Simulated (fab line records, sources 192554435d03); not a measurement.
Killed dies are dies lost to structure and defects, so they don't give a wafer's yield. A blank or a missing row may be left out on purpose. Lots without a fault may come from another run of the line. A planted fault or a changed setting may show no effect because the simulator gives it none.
A struck lot beside a sound one | flow n5_finfet | 38 steps out of a route of 1938
Sound: wafers L816.2, L816.3, L816.4. Struck: wafers L812.2, L812.6. The cause comes at the end.
At each step with rows: each side's tool, then ch and its chambers, then its first start. Under that, the readings that differ: sound wafers | struck wafers | difference of the means | sigmas: that difference in standard deviations of wafers without a fault.
alike: readings whose means differ by less than 2 such deviations, and words and numbers that are the same on both sides. not compared: withheld readings, readings that some wafer has no value for, bounds like >300 that may hide the same value, and numbers for which the record gives no deviation and whose values overlap.
The two part at a step that has a row with sigmas, a row that says differs or no value, or rows on one side only. Numbers that don't overlap but have no deviation are shown without sigmas and don't part them. A reading that every wafer of one side lacks parts them only if that side has two wafers or more.

first, 9 steps without rows for these wafers: N5_BEOL_M7_DESCUM_33 (chemistry O2, time 7 s); N5_BEOL_M7_ETCH_72 (etches underlayer in N2/H2, target depth 6.5 nm, time 5.2 s); N5_BEOL_M7_ETCH_65 (etches SiARC in CF4, target depth 15.6 nm, time 26 s); N5_BEOL_M7_ETCH_66 (etches SOC in N2/H2, target depth 80 nm, overetch 16 nm, time 120 s); N5_BEOL_M7_STRIP_69 (strips in N2/H2); N5_BEOL_M7_STRIP_73 (strips in N2/H2); N5_BEOL_M7_VIA_ETCH_34 (etches SiCOH lowk in C4F6/O2, target depth 125.5 nm, time 50.5 s); N5_BEOL_M7_STRIP_76 (strips in C4F6/O2); N5_BEOL_M7_STRIP_36 (strips in N2/H2).
N5_BEOL_M7_TRENCH_ETCH_37: etches SiCOH lowk in C4F6/O2, target depth 93.478 nm, time 31.2 s.
  sound on rie_diel-01 ch 1,2,3, day 14 19:14; struck on rie_diel-04 ch 1,3, day 13 18:04
  reading                                    | sound             | struck      | difference | sigmas
  run_length_s (s)                           | 54.8 54.2 54.2    | 63.6 63.8   | +9.3       | +17
  model.etch.depth_nm (nm)                   | 90.87 92.54 93.29 | 120.1 126.1 | +30.9      |
  model.BEOL_M7.feature_depth_nm (nm)        | 90.8 92.6 93.2    | 120 126     | +31        |
  model.TiN_of_BEOL_M7_HM_DEP_02.thk_nm (nm) | 17.4 17.6 17.4    | 16.6 16.2   | -1.1       |
  alike: drypump_motor_current_A, mfc_ar_sccm, oes_product_au, rf_vpp_V, showerhead_plenum_p_Torr, throttle_valve_pct
  not compared: rf_hours_counter_h
then, 2 steps without rows for these wafers: N5_BEOL_M7_ETCH_41 (etches SiCN in CH3F/O2, target depth 31.9 nm, time 57.8 s); N5_BEOL_M7_STRIP_80 (strips in N2/H2, time 10 s).
N5_BEOL_M7_OCD_MEAS_38:
  sound on ocd-02, day 14 19:23; struck on ocd-01, day 13 18:14
  reading              | sound          | struck      | difference | sigmas
  trench_depth_nm (nm) | 90.8 92.8 93.5 | 120.0 126.4 | +30.8      | +15
then, 13 steps without rows for these wafers: N5_BEOL_M7_HM_STRIP_39 (strips TiN in peroxide tin strip, target depth 25 nm, time 158 s); N5_BEOL_M7_SRD_40 (time 30 s); N5_BEOL_M7_PRECLEAN_42 (cleans in residue remover, time 60 s); N5_BEOL_M7_SRD_43 (time 30 s); N5_BEOL_M7_CURE_75 (cures SiCOH lowk, time 120 s); N5_BEOL_M7_DEGAS_44 (time 60 s); N5_BEOL_M7_PRE_CLEAN_45 (time 30 s); N5_BEOL_M7_ALD_77 (deposits TaN, target thk 2 nm, pulse time 2 s, purge time 3 s); N5_BEOL_M7_SURFACE_TREAT_79; N5_BEOL_M7_CVD_78 (deposits Co from CCTBA/H2, target thk 2 nm, time 142.3 s); N5_BEOL_M7_SPUTTER_48 (material Cu, target thk 10 nm, time 1.667 s); N5_BEOL_M7_ECD_50 (material Cu, target thk 300 nm); N5_BEOL_M7_ANNEAL_51 (time 90 s).
N5_BEOL_M7_CMP_52: polishes, stops on SiCOH lowk, t overpolish 6.9 s, target thk 80 nm.
  sound on cmp-02 ch 0,1,2, day 14 21:25; struck on cmp-03 ch 1,2, day 13 20:49
  reading                                | sound        | struck    | difference | sigmas
  model.Cu_of_BEOL_M7_ECD_50.thk_nm (nm) | 78.4 81 81.8 | 106.4 114 | +29.8      |
  alike: barrier_field_endpoint_s, motor_current_A, overpolish_run_s, time_to_endpoint_s
N5_BEOL_M7_THK_MEAS_53: measures by xrf.
  sound on film_metro-01, day 14 21:40; struck on film_metro-01, day 13 21:04
  reading     | sound          | struck      | difference | sigmas
  M7_THK (nm) | 79.2 81.9 83.1 | 107.6 115.4 | +30.1      | +14
then, 2 steps without rows for these wafers: N5_BEOL_M7_PRE_CLEAN_55 (time 15 s); N5_BEOL_M7_DEP_56 (deposits SiCN from 3MS/NH3, target thk 10 nm, time 17.5 s).
N5_BEOL_M7_RS_MEAS_57: measures by four-point-probe.
  sound on film_metro-02, day 14 21:48; struck on film_metro-02, day 13 21:12
  reading        | sound             | struck      | difference | sigmas
  M7_RS (ohm/sq) | 0.294 0.282 0.279 | 0.206 0.191 | -0.086     | -9
then, 5 steps without rows for these wafers: N5_BEOL_M8_ILD_DEP_00 (deposits SiCOH lowk from DEMS/porogen, target thk 179.75 nm, time 33.4 s); N5_BEOL_M8_CURE_74 (cures SiCOH lowk, time 240 s); N5_BEOL_M8_PECVD_70 (deposits SiO2 from TEOS/O2, target thk 20 nm, time 22.7 s); N5_BEOL_M8_HM_DEP_02 (deposits TiN, target thk 20 nm); N5_BEOL_M8_COAT_59 (time 60 s, resist thk 100 nm).
-- the record jumps here: 2 days lie between the struck wafers' starts before and after (it left off in module BEOL_M8 and takes up again in module BEOL_M15, whose first step shown is number 1830 of the route) --
N5_BEOL_M15_RC_MEAS_101:
  sound on prober-02 ch 0, day 17 07:28; struck on prober-02 ch 0, day 16 07:25
  reading                   | sound          | struck   | difference | sigmas
  SERP_M7 (ohm/um)          | 14.0 13.9 13.8 | 9.9 9.2  | -4.3       | -7
  SERP_M7_max_site (ohm/um) | 14.7 14.5 14.3 | 10.2 9.5 | -4.7       | -7
  alike: COMB_M10, COMB_M11, COMB_M12, COMB_M13, COMB_M14, COMB_M15, COMB_M5, COMB_M6, COMB_M8, COMB_M9, SERP_M10, SERP_M11, SERP_M12, SERP_M13, SERP_M13_max_site, SERP_M14, SERP_M5, SERP_M6, SERP_M8, SERP_M9
N5_PASSIVATION_PROBE_49:
  the record has rows for the sound wafers here (prober-02, day 17 20:14) and none for the struck ones

WHERE THEY PART
First at N5_BEOL_M7_TRENCH_ETCH_37; last, within this record, at N5_PASSIVATION_PROBE_49.

WHY: what the simulator had put in
Process parameter drift: rie_diel-04, from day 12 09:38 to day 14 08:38, at N5_BEOL_M7_TRENCH_ETCH_37. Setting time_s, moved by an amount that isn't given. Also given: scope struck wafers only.
